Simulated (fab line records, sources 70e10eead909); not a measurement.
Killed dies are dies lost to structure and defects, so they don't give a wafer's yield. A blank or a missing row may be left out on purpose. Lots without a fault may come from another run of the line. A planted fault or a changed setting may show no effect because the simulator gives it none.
Problem report in the 8D (eight disciplines) form, filled by code | flow nand_harc | the parts of the form that need people (team, actions taken, sign-off) are left out

1. THE PROBLEM
overlay_x_nm at NHARC_A_SGD_CUT_OVL_MEAS_10 reads a mean of 11.6 nm on 6 wafers of 2 lots; wafers without a fault read 0.3 nm with a standard deviation of 0.97. That is +12 standard deviations from the usual mean.
First seen on wafer L820.1, day 25 12:35, on overlay-02. The record holds 36 wafers of 12 lots with a number at this step. Rule for "out", or "out of limits": more than 4 standard deviations from the usual mean. The other wafers with a number count as sound.

2. WHAT IT IS AND WHAT IT IS NOT
question                    | is                     | is not
which readings at this step | overlay_x_nm           | overlay_y_nm
which lots                  | L820, L821             | L805, L806, L807, L808, L809, L810, L811, L824, L826, L828
which wafers of those lots  | all that have a number | -
read on which gauges        | overlay-02             | overlay-01
when                        | from day 25 12:35      | up to then (21 sound wafers); but 9 sound wafers of L824, L826, L828 came after

3. SUSPECTS, AND WHAT RULES EACH OUT
Counting: a tool at a process step up to the reading stays a suspect if it ran every lot that is out and no sound lot after the first of them.
- the gauge at NHARC_A_SGD_CUT_OVL_MEAS_10: kept. All the wafers that are out were read on overlay-02, and no step on other tools shows them out.
- arfi_scanner-03 at NHARC_A_SGD_CUT_EXPOSE_06 (exposes mask SGD): kept. It ran every lot that is out, first L820 (day 25 12:21), and no sound lot after that; its last sound lot up to then is L809 (day 21 03:05).
Left after counting: arfi_scanner-03 at NHARC_A_SGD_CUT_EXPOSE_06, overlay-02 at NHARC_A_SGD_CUT_OVL_MEAS_10.

4. THE CAUSE (what the simulator had put in)
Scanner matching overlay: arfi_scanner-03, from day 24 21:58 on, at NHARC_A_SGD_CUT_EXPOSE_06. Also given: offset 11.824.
Counting left 2 suspects, and this tool is among them.

5. THE CHAIN OF EFFECTS, in route order
Each row: a reading whose mean over the struck wafers that have a number lies more than 3 standard deviations from the usual. Only readings for which the record gives a usual standard deviation are gone through. hours: the time from each lot's start at the first step in this table that gives one to its start at this step, as a median over the lots. sigmas: the change in usual standard deviations.
hours | step                        | reading      | usual  | on struck wafers | change | sigmas
0     | NHARC_A_SGD_CUT_OVL_MEAS_10 | overlay_x_nm | 0.3 nm | 11.6             | +11.3  | +12

6. WHAT WOULD HAVE CAUGHT IT SOONER
In this record the first reading out of limits at a measuring or inspecting step was taken at day 25 12:35, 15 hours after the fault began at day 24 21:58.
Of the lots that are out (2), L821 began NHARC_A_SGD_CUT_EXPOSE_06 on arfi_scanner-03 after day 25 12:35. A hold on the tool at that time would have spared it.
